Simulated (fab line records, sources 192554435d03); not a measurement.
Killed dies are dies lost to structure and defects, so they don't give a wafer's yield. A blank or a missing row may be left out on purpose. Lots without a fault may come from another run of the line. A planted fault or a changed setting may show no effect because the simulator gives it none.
Chamber matching | flow n5_finfet | N5_BEOL_M0_SAQP_ETCH_102 on rie_si-05: 4 sister chambers
The step etches SiO2 in CF4, target depth 4 nm, time 4.4 s. 8 wafers are shown with their chamber, then 10 later ones without.

WAFERS WITH THEIR CHAMBER
wafer  | chamber | throttle_valve_pct (%) | drypump_motor_current_A (A)
L080.2 | 2       | 21.87                  | 6.3
L080.5 | 2       | 21.87                  | 6.3
L085.3 | 1       | 21.50                  | 5.4
L085.6 | 0       | 22.02                  | 5.9
L090.3 | 0       | 22.01                  | 5.9
L090.5 | 3       | 22.03                  | 6.1
L091.1 | 3       | 22.03                  | 6.1
L091.3 | 1       | 21.50                  | 5.3

WAFERS WITHOUT THEIR CHAMBER
wafer  | throttle_valve_pct (%) | drypump_motor_current_A (A)
L091.6 | 21.86                  | 6.3
L092.3 | 22.04                  | 6.1
L092.4 | 21.49                  | 5.4
L092.5 | 22.04                  | 6.1
L093.1 | 22.05                  | 6.1
L093.4 | 21.86                  | 6.3
L093.6 | 22.02                  | 5.9
L094.1 | 22.03                  | 5.9
L094.5 | 22.00                  | 5.9
L094.6 | 21.49                  | 5.4

WHICH CHAMBER EACH WENT THROUGH
wafer  | from the rows above     | in truth
L091.6 | 2                       | 2
L092.3 | 3                       | 3
L092.4 | 1                       | 1
L092.5 | 3                       | 3
L093.1 | 3                       | 3
L093.4 | 2                       | 2
L093.6 | 0                       | 0
L094.1 | can't be placed: 0 or 3 | 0
L094.5 | 0                       | 0
L094.6 | 1                       | 1
Placed correctly: 9 of 10. Can't be placed from these rows: 1 (the true chamber is among the candidates in 1). Placed wrongly: 0.
How it was worked out, from the rows above alone: a wafer's distance from a chamber is the root of the sum, over the readings, of the square of ((its reading less the chamber's mean) divided by the reading's scatter). The wafer belongs to the nearest chamber; if the next one is less than 2 further off, it can't be placed. A chamber's mean is the mean of its shown wafers. The scatter: the root of (the sum of the squares of (reading less its chamber's mean) over the shown wafers, divided by (wafers less chambers)).
